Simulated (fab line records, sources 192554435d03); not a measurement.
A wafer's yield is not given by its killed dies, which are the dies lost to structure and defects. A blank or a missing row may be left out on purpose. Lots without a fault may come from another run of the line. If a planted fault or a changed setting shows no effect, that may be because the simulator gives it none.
Which tool did it? | flow n5Finfet | 24 wafers from 8 lots sampled at 6 of the route's 1938 steps

== WHAT THE GAUGES READ, wafer by wafer ==
N5_SD_EPI_P_OVL_MEAS_10.
lot  | measured    | on         | SD_P_BLK_OVL (nm)
L578 | day 3 10:35 | overlay-02 | 0.2 0.7 1.1
L583 | day 4 12:34 | overlay-01 | -0.2 0.3 0.0
L587 | day 5 12:40 | overlay-02 | 0.7 0.5 1.9
L594 | day 7 05:28 | overlay-01 | 86.5 86.6 87.5
L596 | day 7 22:35 | overlay-02 | 86.0 84.7 86.6
L597 | day 7 23:44 | overlay-02 | -0.1 -1.1 -0.3
L598 | day 8 10:19 | overlay-02 | -0.9 -0.4 0.6
L600 | day 8 19:06 | overlay-02 | 0.7 0.3 0.8

N5_BEOL_M4_RC_MEAS_101.
lot  | measured     | on        | DIBL_N (mV/V)  | DIBL_P (mV/V)  | IOFF_N (nA/um)    | IOFF_P (nA/um) | ION_N (uA/um) | ION_P (uA/um) | SS_N (mV/dec)  | SS_P (mV/dec)  | VT_N (mV)         | VT_P (mV)
L578 | day 7 22:36  | prober-02 | 37.7 35.5 36.2 | 38.4 36.8 37.6 | 0.178 0.155 0.157 | 0.22 0.20 0.20 | 671 675 679   | 462 464 464   | 72.2 71.2 70.8 | 73.5 72.9 72.7 | 250.2 251.4 250.2 | -250 -251 -252
L583 | day 9 01:47  | prober-01 | 35.2 35.9 35.2 | 34.7 36.4 34.3 | 0.133 0.144 0.134 | 0.20 0.22 0.20 | 668 671 665   | 468 468 461   | 71.4 72.3 71.2 | 73.0 73.8 72.9 | 250.7 251.6 253.1 | -249 -246 -250
L587 | day 10 06:21 | prober-02 | 39.1 37.1 38.8 | 38.8 35.5 38.1 | 0.219 0.158 0.207 | 0.26 0.21 0.25 | 698 676 698   | 476 466 471   | 72.2 71.5 71.7 | 73.5 73.5 73.9 | 243.5 249.8 244.3 | -246 -249 -246
L594 | day 11 15:52 | prober-01 | 36.6 37.2 35.9 | 34.7 35.6 34.3 | 0.131 0.152 0.130 | 0.19 0.19 0.17 | 657 670 664   | 461 458 460   | 71.2 71.5 71.3 | 73.2 73.2 73.3 | 252.3 250.9 251.3 | -251 -251 -252
L596 | day 12 19:10 | prober-01 | 33.6 34.9 34.4 | 34.5 36.2 35.3 | 0.101 0.126 0.112 | 0.16 0.18 0.17 | 653 663 657   | 455 460 457   | 70.5 71.2 70.8 | 73.0 72.9 72.4 | 258.6 253.7 257.3 | -256 -254 -256
L597 | day 12 12:56 | prober-01 | 37.7 37.7 36.4 | 36.7 37.1 34.8 | 0.175 0.186 0.149 | 0.25 0.26 0.22 | 679 688 661   | 467 470 463   | 71.8 71.7 71.0 | 73.3 74.1 73.3 | 247.2 247.7 250.1 | -247 -247 -248
L598 | day 12 20:18 | prober-02 | 34.0 34.5 34.4 | 34.0 35.2 33.8 | 0.129 0.134 0.120 | 0.18 0.20 0.18 | 667 670 660   | 467 467 459   | 71.0 71.1 70.2 | 73.1 72.5 72.6 | 252.9 249.4 251.6 | -249 -250 -250
L600 | day 14 02:38 | prober-02 | 37.1 36.2 36.1 | 37.7 36.1 36.2 | 0.179 0.154 0.154 | 0.23 0.20 0.20 | 668 657 670   | 464 455 460   | 71.8 71.2 71.6 | 74.1 73.4 73.5 | 247.6 252.0 250.1 | -249 -253 -253

== TOOL THAT RAN EACH LOT (tool first, then ch and the chambers of the sampled wafers, then the start) ==
lot  | N5_SD_EPI_P_EXPOSE_06            | N5_SD_EPI_P_DESCUM_14            | N5_SD_EPI_P_ETCH_47              | N5_SD_EPI_P_ETCH_16
L578 | arfiScanner-03 ch 0, day 3 10:26 | rieDiel-04 ch 1,2, day 3 10:38   | rieDiel-04 ch 1,2, day 3 11:09   | rieDiel-04 ch 1,2, day 3 11:15
L583 | arfiScanner-01 ch 0, day 4 12:25 | rieDiel-05 ch 2,3, day 4 12:38   | rieDiel-05 ch 2,3, day 4 13:08   | rieDiel-05 ch 2,3, day 4 13:14
L587 | arfiScanner-03 ch 0, day 5 12:31 | rieDiel-06 ch 0,3, day 5 12:46   | rieDiel-06 ch 0,3, day 5 13:17   | rieDiel-06 ch 0,3, day 5 13:23
L594 | arfiScanner-03 ch 0, day 7 05:19 | rieDiel-05 ch 1,2, day 7 05:31   | rieDiel-05 ch 1,2, day 7 06:02   | rieDiel-05 ch 1,2, day 7 06:08
L596 | arfiScanner-03 ch 0, day 7 22:27 | rieDiel-05 ch 0,1,2, day 7 22:38 | rieDiel-05 ch 0,1,2, day 7 23:10 | rieDiel-05 ch 0,1,2, day 7 23:16
L597 | arfiScanner-01 ch 0, day 7 23:36 | rieDiel-05 ch 0,1,2, day 7 23:48 | rieDiel-05 ch 0,1,2, day 8 00:19 | rieDiel-05 ch 0,1,2, day 8 00:25
L598 | arfiScanner-01 ch 0, day 8 10:09 | rieDiel-04 ch 0,3, day 8 10:22   | rieDiel-04 ch 0,3, day 8 10:53   | rieDiel-04 ch 0,3, day 8 10:59
L600 | arfiScanner-01 ch 0, day 8 18:56 | rieDiel-05 ch 0,3, day 8 19:09   | rieDiel-05 ch 0,3, day 8 19:40   | rieDiel-05 ch 0,3, day 8 19:46
- N5_SD_EPI_P_EXPOSE_06: exposes mask SD P BLK, target cd 240 nm.
- N5_SD_EPI_P_DESCUM_14: chemistry O2, time 7.9 s.
- N5_SD_EPI_P_ETCH_47: etches SiOCN in CH3F/O2, target depth 25 nm.
- N5_SD_EPI_P_ETCH_16: etches SiO2 in CHF3/O2, target depth 5 nm.

== WHAT THE TOOLS THEMSELVES READ (means of the sampled wafers that have a number; where no wafer has one, the mark that the record gives instead) ==
N5_SD_EPI_P_EXPOSE_06.
lot  | tool           | exposureDoseMJCm2
L578 | arfiScanner-03 | 39.48
L583 | arfiScanner-01 | 39.54
L587 | arfiScanner-03 | 39.50
L594 | arfiScanner-03 | 39.50
L596 | arfiScanner-03 | 39.48
L597 | arfiScanner-01 | 39.47
L598 | arfiScanner-01 | 39.45
L600 | arfiScanner-01 | 39.45

N5_SD_EPI_P_DESCUM_14.
lot  | tool       | drypumpMotorCurrentA (A) | oesProductAu (a.u.) | rfFwdPowerW (W) | rfVppV (V) | showerheadPlenumPTorr (Torr) | tempC (C) | throttleValvePct (%)
L578 | rieDiel-04 | 6.3                      | 0.68                | 49.53           | 242.9      | 2.10                         | 40.00     | 20.78
L583 | rieDiel-05 | 5.5                      | 0.89                | 49.25           | 242.6      | 2.07                         | 40.09     | 20.17
L587 | rieDiel-06 | 5.5                      | 0.73                | 49.27           | 244.4      | 2.16                         | 40.11     | 20.25
L594 | rieDiel-05 | 5.2                      | 0.83                | 49.29           | 243.2      | 2.08                         | 40.00     | 20.35
L596 | rieDiel-05 | 5.5                      | 0.78                | 49.35           | 243.1      | 2.09                         | 40.06     | 20.55
L597 | rieDiel-05 | 5.5                      | 0.78                | 49.35           | 243.6      | 2.09                         | 39.95     | 20.55
L598 | rieDiel-04 | 5.4                      | 0.81                | 49.31           | 243.5      | 2.06                         | 40.08     | 20.57
L600 | rieDiel-05 | 5.7                      | 0.79                | 49.35           | 243.3      | 2.07                         | 40.14     | 20.42

N5_SD_EPI_P_ETCH_47.
lot  | tool       | drypumpMotorCurrentA (A) | oesProductAu (a.u.) | rfFwdPowerW (W) | rfVppV (V) | showerheadPlenumPTorr (Torr) | throttleValvePct (%)
L578 | rieDiel-04 | 6.3                      | 0.67                | 408.7           | 128.9      | 2.00                         | 16.70
L583 | rieDiel-05 | 5.5                      | 0.89                | 407.7           | 126.4      | 1.97                         | 16.02
L587 | rieDiel-06 | 5.5                      | 0.73                | 407.4           | 128.6      | 2.07                         | 16.22
L594 | rieDiel-05 | 5.2                      | 0.83                | 408.2           | 127.1      | 1.99                         | 16.27
L596 | rieDiel-05 | 5.5                      | 0.76                | 408.4           | 127.5      | 2.00                         | 16.47
L597 | rieDiel-05 | 5.5                      | 0.77                | 409.7           | 127.4      | 2.00                         | 16.45
L598 | rieDiel-04 | 5.4                      | 0.82                | 409.2           | 127.2      | 1.97                         | 16.42
L600 | rieDiel-05 | 5.8                      | 0.79                | 408.3           | 127.6      | 1.98                         | 16.27

N5_SD_EPI_P_ETCH_16.
lot  | tool       | drypumpMotorCurrentA (A) | oesProductAu (a.u.) | rfFwdPowerW (W) | rfVppV (V) | showerheadPlenumPTorr (Torr) | throttleValvePct (%)
L578 | rieDiel-04 | 6.3                      | 0.67                | 643.8           | 525        | 2.41                         | 19.24
L583 | rieDiel-05 | 5.5                      | 0.88                | 644.5           | 520        | 2.38                         | 18.59
L587 | rieDiel-06 | 5.6                      | 0.73                | 641.0           | 532        | 2.49                         | 18.75
L594 | rieDiel-05 | 5.2                      | 0.83                | 639.3           | 523        | 2.40                         | 18.85
L596 | rieDiel-05 | 5.5                      | 0.77                | 642.7           | 525        | 2.41                         | 19.04
L597 | rieDiel-05 | 5.5                      | 0.77                | 642.1           | 525        | 2.41                         | 19.03
L598 | rieDiel-04 | 5.4                      | 0.82                | 643.5           | 523        | 2.37                         | 19.02
L600 | rieDiel-05 | 5.8                      | 0.79                | 643.4           | 523        | 2.38                         | 18.82

== THE ANSWER, worked out from the rows above alone ==
Rule: the lots themselves supply what counts as usual. Put in order of their means at a reading, lots are off if they are a third of the lots or fewer, leave a main group of 4 or more, and stand apart from it by a gap of 3 or more times the standard deviation of the main group's means; of several such gaps the widest counts. A main group is skipped when, at the precision printed for the reading in the tables above, its means are all equal. A lot without any number at a reading at which 4 lots or more have one is off too. All remaining lots with rows at the step are treated as sound. First the gauges in route order, then the tools' own readings, where a lot's mean is used as printed above. At the first step where some lot is off, the reading lying furthest off is the one used; lots without a number count as furthest.
Off: L594, L596, seen at N5_SD_EPI_P_OVL_MEAS_10 (SD_P_BLK_OVL). The main group has a mean of 0.3 nm with a standard deviation of 0.54.
If a tool, at a process step before that reading, ran all the lots that are off and no sound lot after the first of them, it fits. The gauges at N5_SD_EPI_P_OVL_MEAS_10 are tried like those tools. One candidate fits, namely arfiScanner-03 at N5_SD_EPI_P_EXPOSE_06. A fault onset in the window from L587 (day 5 12:31, its last sound lot) to L594 (day 7 05:19, its first lot off) fits.

== WHAT THE SIMULATOR HAD PUT IN ==
Scanner matching overlay: arfiScanner-03, from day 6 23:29 on, at N5_SD_EPI_P_EXPOSE_06. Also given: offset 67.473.
Struck lots among those shown: L594, L596. The rule above found the same.
